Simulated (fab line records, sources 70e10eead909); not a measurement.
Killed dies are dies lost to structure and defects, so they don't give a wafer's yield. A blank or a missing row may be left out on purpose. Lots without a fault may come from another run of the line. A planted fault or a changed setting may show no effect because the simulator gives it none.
A struck lot beside a sound one | flow nand_harc | 13 steps out of a route of 1302
Sound: wafers L157.2, L157.3, L157.4. Struck: wafers L150.1, L150.2, L150.6. The cause comes at the end.
At each step with rows: each side's tool, then ch and its chambers, then its first start. Under that, the readings that differ: sound wafers | struck wafers | difference of the means | sigmas: that difference in standard deviations of wafers without a fault.
alike: readings whose means differ by less than 2 such deviations, and words and numbers that are the same on both sides. not compared: withheld readings, readings that some wafer has no value for, bounds like >300 that may hide the same value, and numbers for which the record gives no deviation and whose values overlap.
The two part at a step that has a row with sigmas, a row that says differs or no value, or rows on one side only. Numbers that don't overlap but have no deviation are shown without sigmas and don't part them. A reading that every wafer of one side lacks parts them only if that side has two wafers or more.

first, 1 step without rows for these wafers: NHARC_THIN_TSV_SRD_23.
NHARC_THIN_TSV_DEGAS_53: time 60 s.
  sound on pvd_sputter-02, day 29 16:24; struck on pvd_sputter-01, day 27 13:34
  alike: heater_power_w
NHARC_THIN_TSV_PRE_CLEAN_54: time 30 s.
  sound on pvd_sputter-02, day 29 16:28; struck on pvd_sputter-01, day 27 13:39
  alike: heater_power_w
then, 8 steps without rows for these wafers: NHARC_THIN_TSV_PVD_55 (deposits TiN, target thk 50 nm); NHARC_THIN_TSV_PVD_24 (deposits Al, target thk 800 nm); NHARC_THIN_TSV_DEHYDRATE_25 (time 120 s); NHARC_THIN_TSV_HMDS_26 (time 30 s); NHARC_THIN_TSV_COAT_27; NHARC_THIN_TSV_SOFTBAKE_28 (time 95 s); NHARC_THIN_TSV_EBR_29; NHARC_THIN_TSV_EXPOSE_30 (exposes mask PAD).
NHARC_THIN_TSV_PEB_31: peb time 85 s.
  sound on litho_track-05 ch 0, day 29 17:26; struck on litho_track-05, day 27 14:37
  no value came back on the struck wafers for chill_plate_temp_C (C), exhaust_pa (Pa); on the sound wafers chill_plate_temp_C (C) reads 22.96 23.02 22.87
then, 1 step without rows for these wafers: NHARC_THIN_TSV_DEVELOP_32 (time 70 s).

WHERE THEY PART
Only at NHARC_THIN_TSV_PEB_31, within this record.

WHY: what the simulator had put in
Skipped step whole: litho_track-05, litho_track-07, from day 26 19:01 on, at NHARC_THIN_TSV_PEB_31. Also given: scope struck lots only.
